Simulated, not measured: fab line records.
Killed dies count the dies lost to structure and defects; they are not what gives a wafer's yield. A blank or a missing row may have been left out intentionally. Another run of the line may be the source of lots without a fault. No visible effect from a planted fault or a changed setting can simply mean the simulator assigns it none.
Chamber matching -- flow nand harc -- 4 sister chambers for NHARC_A_BLC_DESCUM_15 on rie diel-05
The step chemistry O2, time 3 s. 4 wafers are shown with their chamber, then 11 later ones without.

## WAFERS, EACH WITH ITS CHAMBER
wafer,chamber,drypump motor current A (A)
L082.1,2,5.9
L085.1,0,5.8
L085.5,3,5.8
L086.2,1,5.9

## WAFERS WITH NO CHAMBER GIVEN
wafer,drypump motor current A (A)
L086.4,5.9
L086.6,6.0
L090.2,5.9
L090.3,5.8
L090.4,5.8
L091.2,5.9
L091.4,5.7
L091.5,5.9
L095.1,5.8
L095.3,5.8
L095.5,5.8

## WHICH CHAMBER EACH ONE RAN IN
wafer,from the rows above,in truth
L086.4,can't be placed: 1 or 2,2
L086.6,can't be placed: 1 or 2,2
L090.2,can't be placed: 1 or 2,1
L090.3,can't be placed: 0 or 3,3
L090.4,can't be placed: 0 or 3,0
L091.2,can't be placed: 1 or 2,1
L091.4,can't be placed: 0 or 3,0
L091.5,can't be placed: 1 or 2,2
L095.1,can't be placed: 0 or 3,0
L095.3,can't be placed: 0 or 3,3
L095.5,can't be placed: 0 or 3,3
Correct placement for 0 of the 11. Not placeable from these rows: 11 (in 11, the candidates include the true chamber). Placed wrongly: 0.
How it was worked out, from the rows above alone: a wafer's distance from a chamber is the root of the sum, over the readings, of the square of ((its reading less the chamber's mean) divided by the reading's scatter). If the next closest chamber is less than 2 further off than the closest, the wafer can't be placed; otherwise it belongs to the closest. The mean given for a chamber averages the wafers shown for that chamber. The scatter: root of mean squared gap, hidden wafer to nearest shown wafer, with one shown wafer a chamber.
